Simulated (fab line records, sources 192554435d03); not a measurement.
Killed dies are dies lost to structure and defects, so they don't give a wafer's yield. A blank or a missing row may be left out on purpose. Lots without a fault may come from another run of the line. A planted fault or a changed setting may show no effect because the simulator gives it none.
A struck lot beside a sound one | flow n5_finfet | 36 steps out of a route of 1938
Sound: wafers L453.1, L453.3, L453.4. Struck: wafers L467.1, L467.4, L467.6. The cause comes at the end.
At each step with rows: each side's tool, then ch and its chambers, then its first start. Under that, the readings that differ: sound wafers | struck wafers | difference of the means | sigmas: that difference in standard deviations of wafers without a fault.
alike: readings whose means differ by less than 2 such deviations, and words and numbers that are the same on both sides. not compared: withheld readings, readings that some wafer has no value for, bounds like >300 that may hide the same value, and numbers for which the record gives no deviation and whose values overlap.
The two part at a step that has a row with sigmas, a row that says differs or no value, or rows on one side only. Numbers that don't overlap but have no deviation are shown without sigmas and don't part them. A reading that every wafer of one side lacks parts them only if that side has two wafers or more.

first, 9 steps without rows for these wafers: N5_WELL_APT_COAT_19 (resist thk 950 nm); N5_WELL_APT_EBR_21; N5_WELL_APT_SOFTBAKE_20 (time 60 s); N5_WELL_APT_EXPOSE_22 (exposes mask PWELL, defocus 0 nm, target cd 200 nm); N5_WELL_APT_PEB_23 (peb time 90 s); N5_WELL_APT_DEVELOP_24 (develop time 45 s); N5_WELL_APT_HARDBAKE_29 (time 120 s); N5_WELL_APT_DESCUM_30 (chemistry O2, time 7.9 s); N5_WELL_APT_IMPLANT_31.
N5_WELL_APT_IMPLANT_32:
  sound on implanter-01 ch 0, day 1 15:13; struck on implanter-01 ch 0, day 5 03:11
  reading            | sound                            | struck                           | difference  | sigmas
  dose_ions_cm2      | 1.9999e+13 1.9999e+13 1.9981e+13 | 2.5697e+13 2.5686e+13 2.5669e+13 | +5.6910e+12 | +99 or more
  faraday_current_uA | 258 253 252                      | 333 317 337                      | +75         | +15
then, 25 steps without rows for these wafers: N5_WELL_APT_STRIP_33 (strips in SPM, time 900 s); N5_WELL_APT_RTA_34 (time 10 s); N5_WELL_APT_OXIDE_STRIP_42 (strips SiO2 in dHF, time 45 s, target depth 12 nm); N5_WELL_APT_PRECLEAN_36 (cleans in O3/DIW, time 45 s); N5_WELL_APT_PRECLEAN_39 (cleans in dHF, time 60 s); N5_WELL_APT_SRD_37 (time 30 s); N5_WELL_APT_EPI_41 (deposits Si from SiH4/H2, target thk 50 nm, time 297.7 s); N5_PMOS_HMC_CHANNEL_EPI_HM_DEP_34 (deposits SiO2 from TEOS/O2, target thk 36 nm, time 6.9 s); N5_PMOS_HMC_CHANNEL_EPI_COAT_31 (time 60 s, resist thk 66 nm); N5_PMOS_HMC_CHANNEL_EPI_COAT_03 (resist thk 205 nm); N5_PMOS_HMC_CHANNEL_EPI_EBR_05; N5_PMOS_HMC_CHANNEL_EPI_SOFTBAKE_04 (time 60 s); N5_PMOS_HMC_CHANNEL_EPI_EXPOSE_06 (exposes mask PMOS HMC BLK, target cd 240 nm); N5_PMOS_HMC_CHANNEL_EPI_PEB_07 (peb time 60 s); N5_PMOS_HMC_CHANNEL_EPI_DEVELOP_08 (develop time 30 s); N5_PMOS_HMC_CHANNEL_EPI_DESCUM_14 (chemistry O2, time 7.9 s); N5_PMOS_HMC_CHANNEL_EPI_ETCH_32 (etches BARC in N2/H2, stops on SiO2, target depth 85.8 nm, time 50.3 s); N5_PMOS_HMC_CHANNEL_EPI_HM_OPEN_15 (chemistry CHF3/O2, target SiO2, target depth 40.6 nm, time 20.3 s); N5_PMOS_HMC_CHANNEL_EPI_STRIP_33 (strips in N2/H2); N5_PMOS_HMC_CHANNEL_EPI_STRIP_17 (strips in SPM, time 750 s); N5_PMOS_HMC_CHANNEL_EPI_ETCH_38 (etches SiO2 in CF4, target depth 1.5 nm); N5_PMOS_HMC_CHANNEL_EPI_FIN_RECESS_16 (chemistry HBr/Cl2, target Si, target depth 54 nm, time 18 s); N5_PMOS_HMC_CHANNEL_EPI_PRECLEAN_36 (cleans in O3/DIW, time 45 s); N5_PMOS_HMC_CHANNEL_EPI_PRECLEAN_18 (cleans in DHF, time 30 s); N5_PMOS_HMC_CHANNEL_EPI_SRD_19 (time 30 s).
-- the record jumps here: 6 days lie between the struck wafers' starts before and after (it left off in module PMOS_HMC_CHANNEL_EPI and takes up again in module BEOL_M4, whose first step shown is number 1111 of the route) --
N5_BEOL_M4_RC_MEAS_101:
  sound on prober-01 ch 0, day 8 00:06; struck on prober-01 ch 0, day 11 11:48
  reading        | sound                | struck               | difference | sigmas
  CJ_N           | 4.33 4.38 4.35       | 4.89 4.92 4.92       | +0.56      | +8
  IOFF_N (nA/um) | 0.139 0.142 0.131    | 0.180 0.180 0.225    | +0.058     | +3
  IOFF_P (nA/um) | 0.178 0.190 0.169    | 0.244 0.234 0.281    | +0.074     | +3
  ION_N (uA/um)  | 662 675 663          | 676 686 698          | +20        | +2
  VT_P (mV)      | -254.4 -254.6 -255.3 | -244.9 -245.9 -246.2 | +9.1       | +3
  alike: DIBL_N, DIBL_P, ION_P, SS_N, SS_P, VT_N

WHERE THEY PART
First at N5_WELL_APT_IMPLANT_32; last, within this record, at N5_BEOL_M4_RC_MEAS_101.

WHY: what the simulator had put in
Process parameter drift: implanter-01, from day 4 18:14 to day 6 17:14, at N5_WELL_APT_IMPLANT_32. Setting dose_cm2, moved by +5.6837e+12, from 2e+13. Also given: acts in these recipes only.
